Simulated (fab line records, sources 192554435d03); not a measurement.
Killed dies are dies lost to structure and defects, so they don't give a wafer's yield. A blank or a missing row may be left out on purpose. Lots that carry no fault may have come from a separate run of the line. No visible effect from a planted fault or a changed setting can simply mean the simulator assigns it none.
Split-lot trial | flow n5Finfet | 39 wafers read from 7 lots, route of 1938 steps

## THE SPLIT
At N5_BEOL_M0_SAQP_PECVD_04 (deposits a-Si from SiH4/He, target thk 60 nm, time 60.2 s), the setting timeS was moved away from the recipe's 60.2 s on 15 of the 39 wafers read, by -30.1% to +28.4%. This setting was run at the recipe's value on the other wafers.

## FROM THE SPLIT TO THE READING: what the file shows between them, 5 steps
- N5_BEOL_M0_SAQP_THK_MEAS_05
- N5_BEOL_M0_SAQP_HM_DEP_111: deposits SiO2 from SiH4/N2O, target thk 12 nm, time 7.2 s
- N5_BEOL_M0_SAQP_COAT_81: time 60 s, resist thk 100 nm
- N5_BEOL_M0_SAQP_HM_OPEN_112: chemistry CHF3/O2, target SiO2, stops on a-Si, target depth 12 nm, time 13.5 s
- N5_BEOL_M0_SAQP_STRIP_113: strips in CHF3/O2

## THE READING
oesProductAu, in a.u., at N5_BEOL_M0_SAQP_MANDREL_ETCH_20 (etches a-Si in HBr/Cl2, stops on SiNx, target depth 60 nm, bt time 10 s, time 30 s). Fault-free wafers of this fab line usually give 0.772 a.u., standard deviation 0.011 a.u.

wafer  | tool, chamber at the split | timeS as run, s | against the recipe | oesProductAu, a.u. | against lot-mates on the recipe
L074.1 | pecvd-02, 0,1,1            | 60.2            | recipe             | 0.765              | -
L074.2 | pecvd-02, 2                | 60.2            | recipe             | 0.760              | -
L074.3 | pecvd-02, 0,1,1            | 60.2            | recipe             | 0.764              | -
L074.4 | pecvd-02, 2                | 60.2            | recipe             | 0.780              | -
L074.5 | pecvd-02, 0                | 60.2            | recipe             | 0.781              | -
L074.6 | pecvd-02, 0,1,1            | 60.2            | recipe             | 0.782              | -
L081.2 | pecvd-01, 1,2              | 60.2            | recipe             | 0.775              | -
L081.3 | pecvd-01, 1,2              | 60.2            | recipe             | 0.760              | -
L081.4 | pecvd-01, 1                | 60.2            | recipe             | 0.767              | -
L082.1 | pecvd-02, 1                | 60.2            | recipe             | 0.783              | -
L082.2 | pecvd-02, 2                | 60.2            | recipe             | 0.774              | -
L082.3 | pecvd-02, 0                | 77.29           | +28.4%             | 0.895              | +0.114
L082.4 | pecvd-02, 0                | 77.29           | +28.4%             | 0.901              | +0.120
L082.5 | pecvd-02, 1                | 77.29           | +28.4%             | 0.890              | +0.109
L082.6 | pecvd-02, 2                | 60.2            | recipe             | 0.785              | -
L087.1 | pecvd-04, 1                | 60.2            | recipe             | 0.771              | -
L087.2 | pecvd-04, 0                | 42.94           | -28.7%             | 0.632              | -0.144
L087.3 | pecvd-04, 2                | 60.2            | recipe             | 0.773              | -
L087.4 | pecvd-04, 2                | 42.94           | -28.7%             | 0.644              | -0.132
L087.5 | pecvd-04, 0                | 42.94           | -28.7%             | 0.635              | -0.141
L087.6 | pecvd-04, 1                | 60.2            | recipe             | 0.785              | -
L088.1 | pecvd-01, 2                | 69.86           | +16.0%             | 0.842              | +0.065
L088.2 | pecvd-01, 0                | 60.2            | recipe             | 0.776              | -
L088.3 | pecvd-01, 1                | 69.86           | +16.0%             | 0.849              | +0.072
L088.4 | pecvd-01, 2                | 60.2            | recipe             | 0.773              | -
L088.5 | pecvd-01, 0                | 60.2            | recipe             | 0.781              | -
L088.6 | pecvd-01, 1                | 69.86           | +16.0%             | 0.846              | +0.069
L092.1 | pecvd-04, 1,0              | 74.87           | +24.4%             | 0.900              | +0.131
L092.2 | pecvd-04, 0                | 60.2            | recipe             | 0.758              | -
L092.3 | pecvd-04, 0                | 74.87           | +24.4%             | 0.896              | +0.127
L092.4 | pecvd-04, 1                | 60.2            | recipe             | 0.772              | -
L092.5 | pecvd-04, 1                | 60.2            | recipe             | 0.777              | -
L092.6 | pecvd-04, 1,0              | 74.87           | +24.4%             | 0.886              | +0.117
L093.1 | pecvd-02, 0                | 42.05           | -30.1%             | 0.633              | -0.155
L093.2 | pecvd-02, 1                | 60.2            | recipe             | 0.794              | -
L093.3 | pecvd-02, 2                | 42.05           | -30.1%             | 0.631              | -0.157
L093.4 | pecvd-02, 0                | 60.2            | recipe             | 0.787              | -
L093.5 | pecvd-02, 2                | 42.05           | -30.1%             | 0.654              | -0.134
L093.6 | pecvd-02, 1                | 60.2            | recipe             | 0.784              | -
The file does not say which wafer passed through which chamber wherever a row lists several chambers: such a row stands for several wafers.

THE FIT
A straight line over all 39 wafers: oesProductAu changes by +0.00458 a.u. for each +1% of timeS; r = +0.99; the points scatter about the line by 0.0094 a.u.
The same after taking each lot's own level away (the mean of its wafers on the recipe; 39 wafers): +0.0047 a.u. for each +1%; r = +0.99; scatter 0.0094 a.u.
Per that fit: largest timeS move, reading shift of 0.14 a.u.
The lots' own levels span 0.7673 to 0.7883 a.u., that is 1.9 times the standard deviation above.
Hence the lot-to-lot level has little effect on the slope; both slopes agree.
Check: -0.142 a.u. against its lot-mates is what the line predicts for one of the wafers moved furthest among these (-30.1%) when that wafer is left out of the fit. Against them it came out at -0.155 a.u.

## OTHER SPLITS ON THESE WAFERS
Note: prior to the reading, these wafers also went through further splits. Each is held against what the fit with the lots' levels taken away leaves over:
other split on the same wafers     | wafers away from the commonest value | r with oesProductAu (lot level and that fit taken away)
N5_DUMMY_GATE_ETCH_44 targetDepthA | 12                                   | -0.07
N5_HKMG_FIN_HK_ALD_01 aldCycles    | 15                                   | +0.13

## THE WHOLE CHAIN: every reading that the file lists as answering this split, in the file's order
step                            | what it does                                                                       | reading                                                                              | change (the file's fit)                   | r (the file's)
N5_BEOL_M0_SAQP_PECVD_04        | deposits a-Si from SiH4/He, target thk 60 nm, time 60.2 s                          | a-Si_of_BEOL_M0_SAQP_PECVD_04.thkNm (the simulator's own value, which no gauge read) | +0.603 nm for each +1% of the setting     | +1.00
N5_BEOL_M0_SAQP_THK_MEAS_05     |                                                                                    | thkNm                                                                                | withheld for each +1% of the setting      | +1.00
N5_BEOL_M0_SAQP_MANDREL_ETCH_20 | etches a-Si in HBr/Cl2, stops on SiNx, target depth 60 nm, bt time 10 s, time 30 s | oesProductAu                                                                         | +0.00469 a.u. for each +1% of the setting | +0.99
N5_BEOL_M0_SAQP_MANDREL_ETCH_20 | etches a-Si in HBr/Cl2, stops on SiNx, target depth 60 nm, bt time 10 s, time 30 s | etch.depthNm (the simulator's own value, which no gauge read)                        | +0.601 nm for each +1% of the setting     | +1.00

## FILE'S OWN FIT
oesProductAu changes by +0.00469 a.u. for each +1% of timeS, r = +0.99.
